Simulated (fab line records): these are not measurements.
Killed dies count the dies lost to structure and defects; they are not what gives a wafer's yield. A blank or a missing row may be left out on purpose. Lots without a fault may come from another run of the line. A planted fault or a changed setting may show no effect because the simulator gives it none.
Chamber matching -- flow n5-finfet -- rie-diel-02 running N5_BEOL_M13_VIA_ETCH_16: 4 sister chambers
The step etches SiOC in C4F8/O2/Ar, target depth 921.7 nm. 4 wafers are shown with their chamber, then 8 later ones without.

## WAFERS WITH THEIR CHAMBER
wafer,chamber,showerhead-plenum-p-Torr (Torr)
L085.5,0,3.17
L086.3,1,3.37
L086.6,2,3.30
L087.3,3,3.53

## WAFERS WITH NO CHAMBER GIVEN
wafer,showerhead-plenum-p-Torr (Torr)
L087.5,3.16
L087.6,3.53
L095.2,3.29
L095.5,3.29
L095.6,3.16
L094.3,3.29
L094.4,3.16
L094.6,3.29

## EACH ONE'S CHAMBER
wafer,from the rows above,in truth
L087.5,0,0
L087.6,3,3
L095.2,2,2
L095.5,2,2
L095.6,0,0
L094.3,2,2
L094.4,0,0
L094.6,2,2
Correctly placed: 8 of 8. Can't be placed from these rows: 0. Placed wrongly: 0.
How it was worked out, from the rows above alone: a wafer's distance from a chamber is the root of the sum, over the readings, of the square of ((its reading less the chamber's mean) divided by the reading's scatter). The wafer belongs to the nearest chamber; if the next one is less than 2 further off, it can't be placed. Each chamber's mean is taken over the wafers shown for it. The scatter: with one shown wafer a chamber, the root of the mean of the squares of how far each hidden wafer lies from its nearest shown one.
